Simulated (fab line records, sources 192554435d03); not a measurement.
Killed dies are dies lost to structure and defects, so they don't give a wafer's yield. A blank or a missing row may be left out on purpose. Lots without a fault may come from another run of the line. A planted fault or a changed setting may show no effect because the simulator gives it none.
Chamber matching | flow n5_finfet | N5_MOL_CONTACT_COAG_DESCUM_88 on rie_diel-05: 4 sister chambers
The step chemistry O2, time 7 s. 8 wafers are shown with their chamber, then 9 later ones without.

WAFERS WITH THEIR CHAMBER
wafer  | chamber | drypump_motor_current_A (A) | throttle_valve_pct (%)
L082.1 | 0       | 5.0                         | 20.02
L083.1 | 0       | 5.0                         | 20.01
L086.1 | 3       | 5.7                         | 20.17
L086.2 | 2       | 5.9                         | 20.42
L086.4 | 1       | 5.5                         | 20.37
L089.1 | 2       | 5.9                         | 20.44
L089.2 | 3       | 5.7                         | 20.18
L089.3 | 1       | 5.6                         | 20.39

WAFERS WITHOUT THEIR CHAMBER
wafer  | drypump_motor_current_A (A) | throttle_valve_pct (%)
L089.4 | 4.9                         | 20.04
L089.5 | 5.0                         | 20.03
L089.6 | 5.5                         | 20.37
L092.2 | 5.9                         | 20.43
L092.5 | 5.7                         | 20.19
L092.6 | 5.9                         | 20.43
L093.1 | 5.7                         | 20.18
L093.2 | 5.0                         | 20.03
L093.3 | 5.9                         | 20.41

WHICH CHAMBER EACH WENT THROUGH
wafer  | from the rows above | in truth
L089.4 | 0                   | 0
L089.5 | 0                   | 0
L089.6 | 1                   | 1
L092.2 | 2                   | 2
L092.5 | 3                   | 3
L092.6 | 2                   | 2
L093.1 | 3                   | 3
L093.2 | 0                   | 0
L093.3 | 2                   | 2
Placed correctly: 9 of 9. Can't be placed from these rows: 0. Placed wrongly: 0.
How it was worked out, from the rows above alone: a wafer's distance from a chamber is the root of the sum, over the readings, of the square of ((its reading less the chamber's mean) divided by the reading's scatter). The wafer belongs to the nearest chamber; if the next one is less than 2 further off, it can't be placed. A chamber's mean is the mean of its shown wafers. The scatter: the root of (the sum of the squares of (reading less its chamber's mean) over the shown wafers, divided by (wafers less chambers)).
